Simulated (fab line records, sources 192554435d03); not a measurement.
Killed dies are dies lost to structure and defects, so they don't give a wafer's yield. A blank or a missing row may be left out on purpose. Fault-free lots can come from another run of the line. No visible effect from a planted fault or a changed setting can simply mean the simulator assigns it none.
Lot-split experiment / flow n5Finfet / 21 wafers read from 7 lots, route of 1938 steps

== SPLIT DETAILS ==
At N5_WELL_APT_PEB_06 (peb time 90 s), the setting pebTempC was moved away from the recipe's 130 C on 8 of the 21 wafers read, by -2.4% to +2.5%. For the rest of the wafers, this setting stayed at what the recipe calls for.

== FROM THE SPLIT TO THE READING: what the file shows between them, 2 steps ==
- N5_WELL_APT_DEVELOP_07: develop time 45 s
- N5_WELL_APT_HARDBAKE_12: time 120 s

== THE READING ==
cdNm (nm) at N5_WELL_APT_CD_MEAS_08, where the cd target is 200 nm. Fault-free wafers of this fab line usually give 200.8 nm, standard deviation 1.8 nm.

wafer=L075.2; tool, chamber at the split=lithoTrack-02, 0; pebTempC as run, C=130; against the recipe=recipe; cdNm, nm=200.5; against lot-mates on the recipe=-
wafer=L075.5; tool, chamber at the split=lithoTrack-02, 0; pebTempC as run, C=133.3; against the recipe=+2.5%; cdNm, nm=211.8; against lot-mates on the recipe=+10.9
wafer=L075.6; tool, chamber at the split=lithoTrack-02, 0; pebTempC as run, C=130; against the recipe=recipe; cdNm, nm=201.3; against lot-mates on the recipe=-
wafer=L076.2; tool, chamber at the split=lithoTrack-03, 0; pebTempC as run, C=130; against the recipe=recipe; cdNm, nm=201.1; against lot-mates on the recipe=-
wafer=L076.5; tool, chamber at the split=lithoTrack-03, 0; pebTempC as run, C=130; against the recipe=recipe; cdNm, nm=202.0; against lot-mates on the recipe=-
wafer=L076.6; tool, chamber at the split=lithoTrack-03, 0; pebTempC as run, C=130; against the recipe=recipe; cdNm, nm=199.8; against lot-mates on the recipe=-
wafer=L078.1; tool, chamber at the split=lithoTrack-02, 0; pebTempC as run, C=126.9; against the recipe=-2.4%; cdNm, nm=186.9; against lot-mates on the recipe=-12.7
wafer=L078.3; tool, chamber at the split=lithoTrack-02, 0; pebTempC as run, C=130; against the recipe=recipe; cdNm, nm=199.1; against lot-mates on the recipe=-
wafer=L078.6; tool, chamber at the split=lithoTrack-02, 0; pebTempC as run, C=130; against the recipe=recipe; cdNm, nm=200.2; against lot-mates on the recipe=-
wafer=L081.1; tool, chamber at the split=lithoTrack-04, 0; pebTempC as run, C=130; against the recipe=recipe; cdNm, nm=202.5; against lot-mates on the recipe=-
wafer=L081.4; tool, chamber at the split=lithoTrack-04, 0; pebTempC as run, C=128.3; against the recipe=-1.3%; cdNm, nm=194.3; against lot-mates on the recipe=-8.2
wafer=L081.6; tool, chamber at the split=lithoTrack-04, 0; pebTempC as run, C=130; against the recipe=recipe; cdNm, nm=202.6; against lot-mates on the recipe=-
wafer=L085.1; tool, chamber at the split=lithoTrack-02, 0; pebTempC as run, C=130; against the recipe=recipe; cdNm, nm=200.2; against lot-mates on the recipe=-
wafer=L085.3; tool, chamber at the split=lithoTrack-02, 0; pebTempC as run, C=126.9; against the recipe=-2.4%; cdNm, nm=187.1; against lot-mates on the recipe=-12.0
wafer=L085.6; tool, chamber at the split=lithoTrack-02, 0; pebTempC as run, C=130; against the recipe=recipe; cdNm, nm=197.9; against lot-mates on the recipe=-
wafer=L096.1; tool, chamber at the split=lithoTrack-03, 0; pebTempC as run, C=130; against the recipe=recipe; cdNm, nm=201.4; against lot-mates on the recipe=-
wafer=L096.3; tool, chamber at the split=lithoTrack-03, 0; pebTempC as run, C=127.4; against the recipe=-2.0%; cdNm, nm=185.4; against lot-mates on the recipe=-16.0
wafer=L096.4; tool, chamber at the split=lithoTrack-03, 0; pebTempC as run, C=127.4; against the recipe=-2.0%; cdNm, nm=185.3; against lot-mates on the recipe=-16.1
wafer=L097.2; tool, chamber at the split=lithoTrack-02, 0; pebTempC as run, C=128.8; against the recipe=-0.9%; cdNm, nm=189.5; against lot-mates on the recipe=-10.2
wafer=L097.3; tool, chamber at the split=lithoTrack-02, 0; pebTempC as run, C=130; against the recipe=recipe; cdNm, nm=199.7; against lot-mates on the recipe=-
wafer=L097.6; tool, chamber at the split=lithoTrack-02, 0; pebTempC as run, C=128.8; against the recipe=-0.9%; cdNm, nm=194.9; against lot-mates on the recipe=-4.8

FIT RESULTS
A straight line over all 21 wafers: cdNm changes by +5.88 nm for each +1% of pebTempC; r = +0.95; the points scatter about the line by 2.1 nm.
The same after taking each lot's own level away (the mean of its wafers on the recipe; 21 wafers): +5.77 nm for each +1%; r = +0.96; scatter 2 nm.
According to that fit, moving pebTempC by its largest amount changes the reading by 15 nm.
From 199.05 to 202.55 nm: that is the span of the lots' own levels, equal to 1.9 times the standard deviation above.
So the lot-to-lot level changes the slope little: the two slopes agree.
Check: +16 nm against its lot-mates is what the line predicts for one of the wafers moved furthest among these (+2.5%) when that wafer is left out of the fit. Against them it came out at +10.9 nm.

== THESE WAFERS: OTHER SPLITS ==
Note: prior to the reading, these wafers also went through further splits. Each is held against what the fit with the lots' levels taken away leaves over:
other split on the same wafers=N5_WELL_APT_COAT_02 spinRpm; wafers away from the commonest value=4; r with cdNm (lot level and that fit taken away)=+0.18

== THE WHOLE CHAIN: every reading that the file lists as answering this split, in the file's order ==
step=N5_WELL_APT_CD_MEAS_08; what it does=target cd 200 nm; reading=cdNm; change (the file's fit)=+5.6 nm for each +1% of the setting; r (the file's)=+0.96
step=N5_WELL_APT_DESCUM_13; what it does=chemistry O2, time 7.9 s; reading=WELL_APT.cdNm (the simulator's own value, which no gauge read); change (the file's fit)=+5.58 nm for each +1% of the setting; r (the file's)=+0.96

== THE FILE'S OWN FIT ==
cdNm changes by +5.6 nm for each +1% of pebTempC, r = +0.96.
